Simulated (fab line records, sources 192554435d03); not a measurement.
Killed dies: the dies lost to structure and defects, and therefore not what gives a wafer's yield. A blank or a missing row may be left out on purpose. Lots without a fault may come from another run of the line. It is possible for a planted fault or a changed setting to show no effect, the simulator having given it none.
fab line records / flow n5Finfet
record: lots: 4 wafers: 10 lastDay: 17
route steps=1938 shown SDB@374 DUMMY_REMOVAL@377 HKMG_FIN@385 BEOL_M4@1111 PASSIVATION@1936
lots that met no fault: from a run of the same line without faults
startH: hours from the record's opening day to when the first of the lot's shown wafers began / waitH: how many hours have passed since the lot's step before this one / " unchanged from the row above / L1.1+2: several wafers, shown together as one row / - no value, or no start given / * or withheld: withheld / < > ~ a bound
route shown NAME@n: names a module that has steps shown in the file, with the first one's number in the route / usual: the fault-free wafers' mean and standard deviation / same: alike in all rows / chamber/n: place in a boat / sites: the reading at each site / _std_site: the values' standard deviation / _edge_site: mean of outer sites minus mean of inner sites / radiusMm: how far each site lies from the wafer's centre / mask NAME#n: copy n / behind: the last tool/chamber to shape the wafer / hold: why the lot went on hold/how many hours it stayed there/how the hold came to an end / device: names the non-switching transistor (n, p or np) / end of line: the route-end tests of the same wafers / a step given without rows: its recipe and nothing more / killed: not the wafer's yield, but the dies lost to structure and defects at the first sort / map: the dies of a wafer, with x for killed, . for not killed, _ for no die there
set.NAME: the setting that was run; set.NAME@STEP: the one run at that earlier step / model.NAME: the simulator's own value behind a step, which no gauge read
lots seen at some steps along the route; tables by step, rows by wafer
services: the hour from which a tool's chamber was out of use, counted from the record's first day as startH (under 0 if before that day), plus the number of hours and why
== steps ==
step: N5_SDB_CMP_30
recipe: stopOn: poly-Si tOverpolishS: 1.54 postCmpClean: alkalineBrush downForcePsi: 4.1491 platenRpm: 51.796 padVelocityMS: 1.0306 targetThkNm: 30
step: N5_DUMMY_REMOVAL_HM_STRIP_01
recipe: chemistry: CH3F/O2 material: SiNx targetDepthA: 40 stopOn: poly-Si timeS: 6.8 overEtchFrac: 0.3 ionEnergyEv: 60 powerW: 410 biasW: 29 Ar_flow_sccm: 150 CH3F_flow_sccm: 30 O2_flow_sccm: 20
step: N5_DUMMY_REMOVAL_STRIP_10
recipe: chemistry: N2/H2 timeS: 40 powerW: 100 tempC: 40 pressureMtorr: 100 rfFrequencyHz: 6e+07 biasPowerW: 3 n2FlowSccm: 300 h2FlowSccm: 300
step: N5_DUMMY_REMOVAL_PRECLEAN_07
recipe: chemistry: dHF timeS: 30 tempC: 25 dilution: withheld
step: N5_DUMMY_REMOVAL_DUMMY_REMOVE_02
recipe: chemistry: TMAH tempC: 70 target: poly-Si stopOn: SiO2 targetDepthNm: 142 concWtPct: 5 timeS: 57 dry: ipaMarangoni rinseTimeS: 30 rinseTempC: 23
step: N5_DUMMY_REMOVAL_PRECLEAN_08
recipe: chemistry: NF3:NH3 afsCycles: 2 tempC: 30 timeS: 20 sublimationTempC: 180 sublimationTimeS: 60 pressureTorr: 3 rfPowerW: 30
step: N5_DUMMY_REMOVAL_PRECLEAN_04
recipe: chemistry: DHF timeS: 37 tempC: 25 dilution: 500:1
step: N5_DUMMY_REMOVAL_SRD_05
recipe: dry: ipaMarangoni doPpb: 5 timeS: 30 tempC: 23 rinseLiquid: diw
step: N5_HKMG_FIN_IL_REGROW_00
recipe: material: SiO2 targetThkA: 7.5 chemistry: O3 tempC: withheld timeS: 30
step: N5_HKMG_FIN_HK_ALD_01
recipe: material: HfO2 targetThkA: 16 tempC: withheld aldPrecursorFamily: HfCl4 aldCoReactant: H2O pulseTimeS: 3 purgeTimeS: 3 coReactantPurgeTimeS: 2.5 coReactantPulseTimeS: 0.3 aldCycles: 30
usual: aldCycles: 30/0 precursorPulseHeightRel: 0.999/0.021
lot.wafer=L164.2 tool=aldHk-01 chamber=0 startH=101.07 waitH=0.0 aldCycles=30 precursorPulseHeightRel=1.015 model.HfO2_of_HKMG_FIN_HK_ALD_01.thkNm=1.6
lot.wafer=L164.3 tool=aldHk-01 chamber=1 startH=101.07 waitH=0.0 aldCycles=30 precursorPulseHeightRel=1.009 model.HfO2_of_HKMG_FIN_HK_ALD_01.thkNm=1.6
lot.wafer=L164.5 tool=aldHk-01 chamber=3 startH=101.07 waitH=0.0 aldCycles=30 precursorPulseHeightRel=0.990 model.HfO2_of_HKMG_FIN_HK_ALD_01.thkNm=1.6
lot.wafer=L172.2 tool=aldHk-01 chamber=3 startH=151.05 waitH=0.0 aldCycles=30 precursorPulseHeightRel=0.973 model.HfO2_of_HKMG_FIN_HK_ALD_01.thkNm=1.6
lot.wafer=L172.4 tool=aldHk-01 chamber=0 startH=151.05 waitH=0.0 aldCycles=54 precursorPulseHeightRel=1.009 model.HfO2_of_HKMG_FIN_HK_ALD_01.thkNm=2.8
lot.wafer=L176.3 tool=aldHk-01 chamber=2 startH=173.10 waitH=0.0 aldCycles=30 precursorPulseHeightRel=0.974 model.HfO2_of_HKMG_FIN_HK_ALD_01.thkNm=1.6
lot.wafer=L176.5 tool=aldHk-01 chamber=1 startH=173.10 waitH=0.0 aldCycles=54 precursorPulseHeightRel=0.997 model.HfO2_of_HKMG_FIN_HK_ALD_01.thkNm=2.8
lot.wafer=L181.1 tool=aldHk-03 chamber=1 startH=203.26 waitH=0.0 aldCycles=30 precursorPulseHeightRel=0.963 model.HfO2_of_HKMG_FIN_HK_ALD_01.thkNm=1.6
lot.wafer=L181.2 tool=aldHk-03 chamber=0 startH=203.26 waitH=0.0 aldCycles=30 precursorPulseHeightRel=0.959 model.HfO2_of_HKMG_FIN_HK_ALD_01.thkNm=1.6
lot.wafer=L181.4 tool=aldHk-03 chamber=3 startH=203.26 waitH=0.0 aldCycles=30 precursorPulseHeightRel=0.998 model.HfO2_of_HKMG_FIN_HK_ALD_01.thkNm=1.6
step: N5_HKMG_FIN_HK_ANNEAL_02
recipe: tempC: 700 timeS: 30 ambient: N2 idleTempC: 600 rampUpCPerS: 150 rampDownCPerS: 60 coolToC: 600
step: N5_HKMG_FIN_ALD_74
recipe: material: La2O3 targetThkA: 5 tempC: 250 aldPrecursorFamily: La-Cp aldCoReactant: O3 pulseTimeS: 6 coReactantPulseTimeS: 1 purgeTimeS: 3 coReactantPurgeTimeS: 3
step: N5_HKMG_FIN_ALD_75
recipe: material: Al2O3 targetThkA: 10 tempC: 150 aldPrecursorFamily: TMA aldCoReactant: H2O pulseTimeS: withheld coReactantPulseTimeS: 1
step: N5_HKMG_FIN_COAT_41
recipe: resist: SOC tempC: 250 timeS: 60 spinRpm: 1500 resistThkNm: 300
step: N5_HKMG_FIN_COAT_42
recipe: resist: SiARC tempC: 220 timeS: 60 spinRpm: 1500 resistThkNm: 35
step: N5_HKMG_FIN_COAT_43
recipe: resist: CAR-ArF spinRpm: 1500 resistThkNm: 90
step: N5_HKMG_FIN_EBR_45
recipe: solvent: PGMEA ebrWidthMm: 1.5
step: N5_HKMG_FIN_SOFTBAKE_44
recipe: tempC: 110 timeS: 60 resist: CAR-ArF
step: N5_HKMG_FIN_EXPOSE_46
recipe: maskId: NDIPOLE na: 1.35 sourceShape: conventional sigmaOuter: 0.8 polarization: unpolarized doseMj: 40
step: N5_HKMG_FIN_PEB_47
recipe: pebTempC: withheld pebTimeS: 60 resist: CAR-ArF
step: N5_HKMG_FIN_DEVELOP_48
recipe: developTimeS: 30 developer: TMAH resist: CAR-ArF rinseLiquid: diw dry: airSpin devTempC: 23
step: N5_HKMG_FIN_DESCUM_53
recipe: chemistry: O2 timeS: 7.9 sourcePowerW: 50 biasPowerW: 20 pressureMtorr: 20 rfFrequencyHz: 2.712e+07 tempC: 40 resist: CAR-ArF o2FlowSccm: 225
step: N5_HKMG_FIN_ETCH_54
recipe: chemistry: CF4 target: SiARC targetDepthA: 455 maskMaterial: CAR-ArF timeS: 75.8 ionEnergyEv: 80 pressureMtorr: 40 sourceW: 545 biasW: 36 Ar_flow_sccm: 100 cf4FlowSccm: 100 ends: cleared
step: N5_HKMG_FIN_ETCH_55
recipe: chemistry: N2/H2 target: SOC targetDepthA: 2400 tempC: 40 timeS: 300 ionEnergyEv: 200 maskMaterial: SiARC pressureMtorr: 30 sourceW: 840 biasW: 150 n2FlowSccm: 200 h2FlowSccm: 200
step: N5_HKMG_FIN_STRIP_56
recipe: chemistry: N2/H2 tempC: 40 n2FlowSccm: 200 h2FlowSccm: 200 rfFrequencyHz: 6e+07
step: N5_HKMG_FIN_STRIP_57
recipe: chemistry: CF4 resist: SiARC powerW: 300 biasPowerW: 75 pressureMtorr: 50 cf4FlowSccm: 150 rfFrequencyHz: 6e+07
step: N5_HKMG_FIN_ETCH_58
recipe: chemistry: N2/H2 target: SOC targetDepthA: 2158 ionEnergyEv: 50 biasW: 13 timeS: 741 pressureMtorr: 30 sourceW: 875 n2FlowSccm: 200 h2FlowSccm: 200
step: N5_HKMG_FIN_STRIP_93
recipe: chemistry: N2/H2 material: SOC timeS: 20 powerW: 500 tempC: 40 pressureMtorr: 50 rfFrequencyHz: 6e+07 biasPowerW: 8 h2Frac: 0.5 n2FlowSccm: 300 h2FlowSccm: 300
step: N5_HKMG_FIN_WET_ETCH_76
recipe: chemistry: dNH4OH mix: 1:50 tempC: 25 target: Al2O3 stopOn: La2O3 targetDepthNm: 2.25 dry: ipaMarangoni rinseTimeS: 30 rinseTempC: 23
step: N5_HKMG_FIN_STRIP_60
recipe: chemistry: N2/H2 powerW: 2500 tempC: 300 h2Frac: 0.65 timeS: 360 pressureMtorr: withheld n2FlowSccm: 1750 h2FlowSccm: 3250
step: N5_HKMG_FIN_WET_ETCH_77
recipe: chemistry: dHCl mix: 1:10000 tempC: 25 target: La2O3 stopOn: HfO2 targetDepthNm: 2
step: N5_HKMG_FIN_WET_ETCH_78
recipe: chemistry: dNH4OH mix: 1:50 tempC: 25 target: Al2O3 stopOn: La2O3 targetDepthNm: 4.5 dry: ipaMarangoni rinseTimeS: 30 rinseTempC: 23
step: N5_HKMG_FIN_ALD_79
recipe: material: TiN targetThkA: 15 tempC: 400 aldPrecursorFamily: TiCl4 aldCoReactant: NH3 pulseTimeS: 1 purgeTimeS: 3 coReactantPurgeTimeS: 2 coReactantPulseTimeS: 2 aldCycles: 68 pressureTorr: 3
step: N5_HKMG_FIN_CVD_62
recipe: material: a-Si targetThkA: 30 tempC: 500 precursor: Si2H6 pressureTorr: 1 timeS: 20.8
step: N5_HKMG_FIN_RTA_80
recipe: tempC: withheld timeS: 2 ambient: N2 idleTempC: 600 rampUpCPerS: 150 rampDownCPerS: 60 coolToC: 600
step: N5_HKMG_FIN_PRECLEAN_64
recipe: chemistry: dHF timeS: 30 tempC: 25 dilution: withheld
step: N5_HKMG_FIN_THK_MEAS_70
recipe: thkMeasGauge: xrf reads: HfO2_of_HKMG_FIN_HK_ALD_01
usual: HK_THK: 1.571/0.021
lot.wafer=L164.2 tool=filmMetro-02 chamber=- startH=104.71 waitH=0.2 HK_THK[nm]=1.583
lot.wafer=L164.3 tool=filmMetro-02 chamber=- startH=104.71 waitH=0.2 HK_THK[nm]=1.572
lot.wafer=L164.5 tool=filmMetro-02 chamber=- startH=104.71 waitH=0.2 HK_THK[nm]=1.569
lot.wafer=L172.2 tool=filmMetro-01 chamber=- startH=155.04 waitH=0.2 HK_THK[nm]=1.560
lot.wafer=L172.4 tool=filmMetro-01 chamber=- startH=155.04 waitH=0.2 HK_THK[nm]=2.815
lot.wafer=L176.3 tool=filmMetro-01 chamber=- startH=176.50 waitH=0.2 HK_THK[nm]=1.569
lot.wafer=L176.5 tool=filmMetro-01 chamber=- startH=176.50 waitH=0.2 HK_THK[nm]=2.851
lot.wafer=L181.1 tool=filmMetro-01 chamber=- startH=206.75 waitH=0.2 HK_THK[nm]=1.556
lot.wafer=L181.2 tool=filmMetro-01 chamber=- startH=206.75 waitH=0.2 HK_THK[nm]=1.597
lot.wafer=L181.4 tool=filmMetro-01 chamber=- startH=206.75 waitH=0.2 HK_THK[nm]=1.561
step: N5_BEOL_M4_RC_MEAS_101
usual: DIBL_N: 36.0/2.5 DIBL_P: 36.2/3 EOT_N: 10.50/0.1 EOT_P: 10.45/0.092 IGATE_N: 0.0129/0.0018 IGATE_P: 0.0039/0.00055 IOFF_N: 0.16/0.044 IOFF_P: 0.21/0.049 ION_N: 671/15 ION_P: 461/8.7 SS_N: 71.5/0.72 SS_P: 73.4/0.9 VT_N: 251/4.4 VT_P: -250/4
lot.wafer=L164.2 tool=prober-02 chamber=0 startH=215.42 waitH=0.2 DIBL_N[mV/V]=37.3 DIBL_P[mV/V]=37.8 EOT_N=10.58 EOT_P=10.49 IGATE_N[nA/um]=0.0110 IGATE_P[nA/um]=0.0032 IOFF_N[nA/um]=0.17 IOFF_P[nA/um]=0.23 ION_N[uA/um]=682 ION_P[uA/um]=467 SS_N[mV/dec]=71.5 SS_P[mV/dec]=73.6 VT_N[mV]=248 VT_P[mV]=-250
lot.wafer=L164.3 tool=prober-02 chamber=0 startH=215.42 waitH=0.2 DIBL_N[mV/V]=35.3 DIBL_P[mV/V]=35.8 EOT_N=10.47 EOT_P=10.38 IGATE_N[nA/um]=0.0131 IGATE_P[nA/um]=0.0038 IOFF_N[nA/um]=0.13 IOFF_P[nA/um]=0.19 ION_N[uA/um]=675 ION_P[uA/um]=467 SS_N[mV/dec]=71.4 SS_P[mV/dec]=73.0 VT_N[mV]=250 VT_P[mV]=-253
lot.wafer=L164.5 tool=prober-02 chamber=0 startH=215.42 waitH=0.2 DIBL_N[mV/V]=38.8 DIBL_P[mV/V]=38.8 EOT_N=10.43 EOT_P=10.39 IGATE_N[nA/um]=0.0129 IGATE_P[nA/um]=0.0037 IOFF_N[nA/um]=0.21 IOFF_P[nA/um]=0.24 ION_N[uA/um]=697 ION_P[uA/um]=474 SS_N[mV/dec]=72.1 SS_P[mV/dec]=74.2 VT_N[mV]=245 VT_P[mV]=-247
lot.wafer=L172.2 tool=prober-01 chamber=0 startH=258.56 waitH=0.2 DIBL_N[mV/V]=31.9 DIBL_P[mV/V]=32.2 EOT_N=10.36 EOT_P=10.37 IGATE_N[nA/um]=0.0145 IGATE_P[nA/um]=0.0045 IOFF_N[nA/um]=0.09 IOFF_P[nA/um]=0.15 ION_N[uA/um]=640 ION_P[uA/um]=450 SS_N[mV/dec]=70.3 SS_P[mV/dec]=72.3 VT_N[mV]=257 VT_P[mV]=-252
lot.wafer=L172.4 tool=prober-01 chamber=0 startH=258.56 waitH=0.2 DIBL_N[mV/V]=39.4 DIBL_P[mV/V]=40.0 EOT_N=13.05 EOT_P=12.94 IGATE_N[nA/um]=0.0000 IGATE_P[nA/um]=0.0000 IOFF_N[nA/um]=0.19 IOFF_P[nA/um]=0.27 ION_N[uA/um]=614 ION_P[uA/um]=429 SS_N[mV/dec]=72.5 SS_P[mV/dec]=73.5 VT_N[mV]=249 VT_P[mV]=-243
lot.wafer=L176.3 tool=prober-02 chamber=0 startH=301.99 waitH=0.3 DIBL_N[mV/V]=41.1 DIBL_P[mV/V]=42.8 EOT_N=10.76 EOT_P=10.60 IGATE_N[nA/um]=0.0080 IGATE_P[nA/um]=0.0024 IOFF_N[nA/um]=0.24 IOFF_P[nA/um]=0.33 ION_N[uA/um]=691 ION_P[uA/um]=469 SS_N[mV/dec]=72.4 SS_P[mV/dec]=75.3 VT_N[mV]=242 VT_P[mV]=-244
lot.wafer=L176.5 tool=prober-02 chamber=0 startH=301.99 waitH=0.3 DIBL_N[mV/V]=43.6 DIBL_P[mV/V]=45.0 EOT_N=13.15 EOT_P=12.99 IGATE_N[nA/um]=0.0000 IGATE_P[nA/um]=0.0000 IOFF_N[nA/um]=0.28 IOFF_P[nA/um]=0.35 ION_N[uA/um]=642 ION_P[uA/um]=433 SS_N[mV/dec]=72.8 SS_P[mV/dec]=76.2 VT_N[mV]=245 VT_P[mV]=-247
lot.wafer=L181.1 tool=prober-01 chamber=0 startH=308.34 waitH=0.0 DIBL_N[mV/V]=39.0 DIBL_P[mV/V]=39.1 EOT_N=10.59 EOT_P=10.49 IGATE_N[nA/um]=0.0133 IGATE_P[nA/um]=0.0040 IOFF_N[nA/um]=0.20 IOFF_P[nA/um]=0.29 ION_N[uA/um]=666 ION_P[uA/um]=460 SS_N[mV/dec]=72.7 SS_P[mV/dec]=74.2 VT_N[mV]=248 VT_P[mV]=-248
lot.wafer=L181.2 tool=prober-01 chamber=0 startH=308.34 waitH=0.0 DIBL_N[mV/V]=35.8 DIBL_P[mV/V]=35.5 EOT_N=10.48 EOT_P=10.39 IGATE_N[nA/um]=0.0128 IGATE_P[nA/um]=0.0038 IOFF_N[nA/um]=0.15 IOFF_P[nA/um]=0.20 ION_N[uA/um]=658 ION_P[uA/um]=457 SS_N[mV/dec]=71.9 SS_P[mV/dec]=72.7 VT_N[mV]=252 VT_P[mV]=-250
lot.wafer=L181.4 tool=prober-01 chamber=0 startH=308.34 waitH=0.0 DIBL_N[mV/V]=35.1 DIBL_P[mV/V]=34.9 EOT_N=10.33 EOT_P=10.20 IGATE_N[nA/um]=0.0164 IGATE_P[nA/um]=0.0050 IOFF_N[nA/um]=0.14 IOFF_P[nA/um]=0.19 ION_N[uA/um]=684 ION_P[uA/um]=470 SS_N[mV/dec]=70.8 SS_P[mV/dec]=73.6 VT_N[mV]=250 VT_P[mV]=-250
step: N5_PASSIVATION_PROBE_49
usual: defectLimitedYield: 91.7/1.4 killed_at_M0_to_M3: 31/11 killed_at_M4_up: 13/4.6 killedAtContacts: 13/6.7 killedAtFrontEnd: 39/9.6 killedAtOther: 3.5/2.8 killedDies: 98/16 killedOpen: 64/11 killedShort: 33/8.5 sort_bin_4_leakage: 0.00/0.032 sort_bin_5_function: 4.9/0.96 sort_bin_6_memory: 3.1/0.59 sort_bin_8_speed: 0.2/1.3 sortNPass: 1080/23 sortYieldPct: 91.5/1.9
same: grossDies: 1180 killedAtBackSide: 0
lot.wafer=L164.2 tool=prober-02 chamber=- startH=326.53 waitH=0.8 defectLimitedYield[%]=91.2 killed_at_M0_to_M3=22 killed_at_M4_up=18 killedAtContacts=10 killedAtFrontEnd=50 killedAtOther=4 killedDies=104 killedOpen=67 killedShort=37 sort_bin_4_leakage[%]=0 sort_bin_5_function[%]=4.6 sort_bin_6_memory[%]=3.7 sort_bin_8_speed[%]=0 sortNPass=1076 sortYieldPct[%]=91.2
lot.wafer=L164.3 tool=prober-02 chamber=- startH=326.58 waitH=0.9 defectLimitedYield[%]=92.5 killed_at_M0_to_M3=29 killed_at_M4_up=11 killedAtContacts=2 killedAtFrontEnd=46 killedAtOther=0 killedDies=88 killedOpen=53 killedShort=34 sort_bin_4_leakage[%]=0 sort_bin_5_function[%]=4.2 sort_bin_6_memory[%]=2.9 sort_bin_8_speed[%]=0 sortNPass=1092 sortYieldPct[%]=92.5
lot.wafer=L164.5 tool=prober-02 chamber=- startH=326.68 waitH=1.0 defectLimitedYield[%]=93.8 killed_at_M0_to_M3=16 killed_at_M4_up=23 killedAtContacts=8 killedAtFrontEnd=26 killedAtOther=0 killedDies=73 killedOpen=52 killedShort=20 sort_bin_4_leakage[%]=0 sort_bin_5_function[%]=3.2 sort_bin_6_memory[%]=2.5 sort_bin_8_speed[%]=0 sortNPass=1107 sortYieldPct[%]=93.8
lot.wafer=L172.4 tool=prober-01 chamber=- startH=351.94 waitH=0.2 defectLimitedYield[%]=90.3 killed_at_M0_to_M3=40 killed_at_M4_up=9 killedAtContacts=15 killedAtFrontEnd=46 killedAtOther=5 killedDies=115 killedOpen=83 killedShort=31 sort_bin_4_leakage[%]=0 sort_bin_5_function[%]=6.6 sort_bin_6_memory[%]=2.7 sort_bin_8_speed[%]=79.8 sortNPass=123 sortYieldPct[%]=10.4
lot.wafer=L176.5 tool=prober-01 chamber=- startH=409.47 waitH=0.2 defectLimitedYield[%]=87.7 killed_at_M0_to_M3=60 killed_at_M4_up=13 killedAtContacts=13 killedAtFrontEnd=56 killedAtOther=3 killedDies=145 killedOpen=83 killedShort=60 sort_bin_4_leakage[%]=0.34 sort_bin_5_function[%]=7.0 sort_bin_6_memory[%]=4.6 sort_bin_8_speed[%]=4.1 sortNPass=983 sortYieldPct[%]=83.3
killed by level:class
L164.2 STI_FIN_REVEAL:geometricParticle:open=18 MOL_CONTACT_COAG:geometricParticle:open=7 FIN_SAQP:geometricParticle:short=6 BEOL_M1:geometricParticle:open=6 FIN_SAQP:geometricParticle:open=4 BEOL_M0_SAQP:geometricParticle:open=4 BEOL_M4:geometricParticle:open=4 STARTING-WAFER:geometricParticle:short=4
L164.3 STI_FIN_REVEAL:geometricParticle:open=19 BEOL_M0_SAQP:geometricParticle:open=6 BEOL_M0:geometricParticle:short=5 STARTING-WAFER:geometricParticle:open=5 FIN_SAQP:geometricParticle:open=4 STI_FIN_REVEAL:geometricParticle:short=4 BEOL_M0_SAQP:geometricParticle:short=4 FIN_SAQP:geometricParticle:short=3
L164.5 BEOL_M4:geometricParticle:open=12 STI_FIN_REVEAL:geometricParticle:open=6 MOL_CONTACT_COAG:geometricParticle:open=6 BEOL_M5:geometricParticle:open=5 FIN_SAQP:geometricParticle:short=4 BEOL_M0:geometricParticle:open=4 STARTING-WAFER:geometricParticle:open=4 ILD0:geometricParticle:short=3
L172.4 BEOL_M3:geometricParticle:open=13 MOL_CONTACT_COAG:geometricParticle:open=12 STI_FIN_REVEAL:geometricParticle:open=10 BEOL_M0_SAQP:geometricParticle:open=9 BEOL_M2:geometricParticle:open=9 FIN_SAQP:geometricParticle:short=6 BEOL_M0_SAQP:geometricParticle:short=6 FIN_SAQP:geometricParticle:open=5
L176.5 BEOL_M0_SAQP:geometricParticle:open=19 BEOL_M0_SAQP:geometricParticle:short=16 STI_FIN_REVEAL:geometricParticle:open=11 GATE_CUT:geometricParticle:short=11 FIN_SAQP:geometricParticle:short=9 FIN_SAQP:geometricParticle:open=8 MOL_CONTACT_COAG:geometricParticle:open=7 MOL_CONTACT_COAG:geometricParticle:short=6
map L172.2 (x killed, . not)
_________________............________________
______________x.............x..x_____________
___________.x..................x...__________
__________.......................xx._________
________...........x................x._______
_______....x........xx..xx.............______
______........x.........x....x.........._____
_____.x....x........................x....____
____...........x...............x..........___
___..x..........xx.......x.................__
___.x......x.....x................x.x...x..__
__....x...x.x...........x..................._
__.........................x..........x..x.._
_............................xx..x...........
_.......xx..x...x.x....x..x...........x......
_.........................xx....x............
_.................x..........................
_..x...............x...x.x.........x..x...x..
_......x....................................x
_......xx...........x..................x.....
_..........x..............x...x..x..x......x.
__.....x...............x.........x....x..x.._
__...............x.........x..........x..x.._
___...............................x.x....x.__
___.x.x..x.x....x..x.................x...x.__
____..................x...................___
_____......x..xx......xx........x......x.____
______..x.x.x.........x...xx....x......._____
_______....x........................x..______
________x............................._______
__________........x.....x..........._________
___________............x..x........__________
______________.................._____________
_________________....x.....xx________________
map L176.5 (x killed, . not)
_________________............________________
______________.................._____________
___________xx........x........xx...__________
__________.......x.x...x.x.........._________
________x..............x.....x.......x_______
_______.....x...................x......______
______...xx.................x......x..x._____
_____....x.................x.x...........____
____..x..........x.....x..x..x...x..x..x..___
___.xx..x....x.......x............x........__
___...x.....................x.............x__
__........................x......x...x..x..._
__x....x........x.x.............x.....x...xx_
_...x........x..........................x...x
_...x....x..x............x..x................
_x...x............x.....x....................
_..x.........x......x...........x...xx.......
_.x...............x.....x..xx................
_..........x.......xx........................
_..............x..........x.............x....
_.x.............x......x..xxx....x.........x.
__.....x.x......xx............x.....x.x....._
__x............x...............xx..........._
___........x.................x...........x.__
___.......x....x...............x.........xx__
____x.......................x.............___
_____.......x.............x.........x....____
______......x.....................x....._____
_______x...x...x.....x....xx...x.......______
________...x........x.xx.........x...._______
__________x.x..x.....x...x.....x...._________
___________.x...x.x.......xx.......__________
______________.....x......x.x..x_____________
_________________..x..x......________________
== services ==
tool=aldHk-01 chamber=- startH=124.77 hours=0.8 kind=repair
== key ==
firstSign: step: N5_HKMG_FIN_HK_ALD_01 reading: aldCycles direction: up sigmas: 99+ usual: * struck: *
effect: step: N5_HKMG_FIN_THK_MEAS_70 reading: HK_THK direction: up sigmas: 60 usual: 1.571 struck: 2.833
effect: step: N5_BEOL_M4_RC_MEAS_101 reading: EOT_P direction: up sigmas: 27 usual: 10.45 struck: 12.96
effect: step: N5_BEOL_M4_RC_MEAS_101 reading: EOT_N direction: up sigmas: 26 usual: 10.50 struck: 13.10
effect: step: N5_BEOL_M4_RC_MEAS_101 reading: IGATE_P direction: down sigmas: 7.2 usual: 0.0039 struck: 0.0000
effect: step: N5_BEOL_M4_RC_MEAS_101 reading: IGATE_N direction: down sigmas: 7.1 usual: 0.0129 struck: 0.0000
effect: step: N5_BEOL_M4_RC_MEAS_101 reading: ION_P direction: down sigmas: 3.5 usual: 461 struck: 431
effect: step: N5_BEOL_M4_RC_MEAS_101 reading: ION_N direction: down sigmas: 2.8 usual: 671 struck: 628
effect: step: N5_PASSIVATION_PROBE_49 reading: sort_bin_8_speed direction: up sigmas: 32 usual: 0.2 struck: 41.9
modelEffect: step: N5_HKMG_FIN_HK_ALD_01 value: HfO2_of_HKMG_FIN_HK_ALD_01.thkNm without: 1.6 struck: 2.8
metAt N5_HKMG_FIN_HK_ALD_01
struckWafers L172.4,L176.5
onsetBetween 101.07 151.05
fault: kind: processParameterDrift tool: aldHk-01 chamber: - onsetH: 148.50 steps: N5_HKMG_FIN_HK_ALD_01 channel: aldCycles offset: * shape: step endH: 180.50 scope: struckWafersOnly actsIn: * stated: *
